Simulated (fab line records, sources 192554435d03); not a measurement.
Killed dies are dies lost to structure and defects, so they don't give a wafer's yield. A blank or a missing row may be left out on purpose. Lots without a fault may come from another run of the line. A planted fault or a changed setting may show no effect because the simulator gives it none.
Chamber matching | flow n5_finfet | N5_STI_FIN_REVEAL_CMP_04 on cmp-04: 4 sister chambers
The step polishes, stops on Si3N4, t overpolish 4 s, target thk 131.83 nm. 7 wafers are shown with their chamber, then 7 later ones without.

WAFERS WITH THEIR CHAMBER
wafer  | chamber | motor_current_A (A) | time_to_endpoint_s (s)
L081.3 | 1       | 7.1                 | 108
L086.3 | 2       | 8.3                 | 112
L087.1 | 0       | 9.6                 | 113
L087.3 | 3       | 6.8                 | 111
L087.6 | 0       | 9.7                 | 116
L093.1 | 3       | 7.2                 | 100
L093.3 | 1       | 7.3                 | 103

WAFERS WITHOUT THEIR CHAMBER
wafer  | motor_current_A (A) | time_to_endpoint_s (s)
L093.4 | 8.4                 | 104
L094.1 | 10.2                | 98
L094.5 | 9.7                 | 95
L094.6 | 7.1                 | 98
L097.1 | 8.1                 | 106
L097.3 | 7.3                 | 104
L097.5 | 6.7                 | 106

WHICH CHAMBER EACH WENT THROUGH
wafer  | from the rows above     | in truth
L093.4 | 2                       | 2
L094.1 | 0                       | 0
L094.5 | 0                       | 0
L094.6 | can't be placed: 1 or 3 | 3
L097.1 | 2                       | 2
L097.3 | can't be placed: 1 or 3 | 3
L097.5 | can't be placed: 3 or 1 | 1
Placed correctly: 4 of 7. Can't be placed from these rows: 3 (the true chamber is among the candidates in 3). Placed wrongly: 0.
How it was worked out, from the rows above alone: a wafer's distance from a chamber is the root of the sum, over the readings, of the square of ((its reading less the chamber's mean) divided by the reading's scatter). The wafer belongs to the nearest chamber; if the next one is less than 2 further off, it can't be placed. A chamber's mean is the mean of its shown wafers. The scatter: the root of (the sum of the squares of (reading less its chamber's mean) over the shown wafers, divided by (wafers less chambers)).
